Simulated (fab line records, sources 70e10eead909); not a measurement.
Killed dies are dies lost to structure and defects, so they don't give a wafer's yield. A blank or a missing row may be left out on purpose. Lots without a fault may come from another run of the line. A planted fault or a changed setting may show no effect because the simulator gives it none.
Chamber matching | flow nand_harc | NHARC_A_WL_FILL_ALD_02 on ald_metal-04: 4 sister chambers
The step deposits TiN, target thk 2 nm, pulse time 3 s, ald cycles 100. 16 wafers are shown with their chamber, then 8 later ones without.

WAFERS WITH THEIR CHAMBER
wafer  | chamber | heater_power_w (W) | precursor_pulse_height_rel
L075.4 | 1       | 1029               | 1.003
L075.5 | 2       | 1117               | 0.998
L075.6 | 1       | 1038               | 0.991
L077.3 | 2       | 1142               | 1.014
L077.5 | 1       | 1057               | 0.999
L077.6 | 0       | 1038               | 0.972
L082.3 | 3       | 1039               | 0.994
L082.4 | 1       | 1008               | 0.963
L082.5 | 1       | 1046               | 0.988
L087.1 | 3       | 1025               | 1.008
L087.4 | 0       | 1069               | 1.040
L087.6 | 1       | 1045               | 0.974
L089.1 | 3       | 1025               | 0.977
L089.4 | 0       | 1087               | 0.995
L089.5 | 0       | 1081               | 0.980
L094.2 | 2       | 1109               | 0.998

SIGNATURES (means of the wafers above)
reading                    | chamber 0 | chamber 1 | chamber 2 | chamber 3 | scatter within a chamber
heater_power_w             | 1068.75   | 1037.17   | 1122.67   | 1029.67   | 17.3
precursor_pulse_height_rel | 0.99675   | 0.98633   | 1.00333   | 0.99300   | 0.0195
Rule: a wafer's distance from a chamber is the root of the sum, over the readings, of the square of ((its reading less the chamber's mean) divided by the reading's scatter). The wafer belongs to the nearest chamber; if the next one is less than 2 further off, it can't be placed. The scatter: the root of (the sum of the squares of (reading less its chamber's mean) over the shown wafers, divided by (wafers less chambers)).

WAFERS WITHOUT THEIR CHAMBER
wafer  | heater_power_w (W) | precursor_pulse_height_rel
L094.3 | 1091               | 0.992
L094.5 | 1058               | 0.993
L093.2 | 1093               | 0.979
L093.4 | 1050               | 1.002
L093.5 | 1076               | 0.968
L095.1 | 1157               | 0.984
L095.3 | 1040               | 1.001
L095.5 | 1106               | 0.986

WHICH CHAMBER EACH WENT THROUGH
wafer  | from the rows above               | in truth
L094.3 | can't be placed: 0 or 2 or 1      | 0
L094.5 | can't be placed: 0 or 1 or 3      | 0
L093.2 | can't be placed: 0 or 2 or 1      | 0
L093.4 | can't be placed: 1 or 0 or 3      | 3
L093.5 | can't be placed: 0 or 1 or 3 or 2 | 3
L095.1 | 2                                 | 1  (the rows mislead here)
L095.3 | can't be placed: 3 or 1 or 0      | 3
L095.5 | can't be placed: 2 or 0           | 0
Placed correctly: 0 of 8. Can't be placed from these rows: 7 (the true chamber is among the candidates in 7). Placed wrongly: 1.
